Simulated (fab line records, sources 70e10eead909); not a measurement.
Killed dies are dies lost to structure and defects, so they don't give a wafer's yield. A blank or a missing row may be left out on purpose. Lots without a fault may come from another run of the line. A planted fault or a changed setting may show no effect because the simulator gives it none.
Which tool did it? | flow nand_harc | 6 lots, 18 wafers sampled, at 2 steps of a route of 1302

WHAT THE GAUGES READ, wafer by wafer
NHARC_P_ZERO_WELL_CD_MEAS_37: target cd 720 nm.
lot  | measured    | on        | cd_nm (nm)
L903 | day 3 06:20 | cd_sem-02 | 720.4 718.9 720.6
L906 | day 4 12:26 | cd_sem-03 | 721.9 719.3 721.3
L909 | day 5 18:14 | cd_sem-03 | 721.2 721.5 721.1
L911 | day 6 14:19 | cd_sem-01 | 721.6 721.8 722.0
L913 | day 7 10:10 | cd_sem-02 | 722.3 720.7 721.0
L918 | day 9 12:04 | cd_sem-02 | 720.2 719.1 721.0

WHICH TOOL RAN EACH LOT (tool, then ch and the chambers of the sampled wafers, then the start)
lot  | NHARC_P_ZERO_WELL_EXPOSE_34
L903 | krf_scanner-02 ch 0, day 3 06:11
L906 | krf_scanner-02 ch 0, day 4 12:17
L909 | krf_scanner-02 ch 0, day 5 18:05
L911 | krf_scanner-03 ch 0, day 6 14:09
L913 | krf_scanner-03 ch 0, day 7 10:00
L918 | krf_scanner-02 ch 0, day 9 11:55
- NHARC_P_ZERO_WELL_EXPOSE_34: exposes mask P PWELL, target cd 720 nm.

THE ANSWER, worked out from the rows above alone
Rule: what is usual is taken from the lots themselves. Put in order of their means at a reading, lots are off if they are a third of the lots or fewer, leave a main group of 4 or more, and stand apart from it by a gap of 3 or more times the standard deviation of the main group's means; of several such gaps the widest counts. A main group whose means are all the same, to the digits that the tables above print for the reading, isn't used. A lot without any number at a reading at which 4 lots or more have one is off too. The other lots that the step has rows for count as sound.
No lot is off at any reading shown: from this, nothing can be told.

WHAT THE SIMULATOR HAD PUT IN
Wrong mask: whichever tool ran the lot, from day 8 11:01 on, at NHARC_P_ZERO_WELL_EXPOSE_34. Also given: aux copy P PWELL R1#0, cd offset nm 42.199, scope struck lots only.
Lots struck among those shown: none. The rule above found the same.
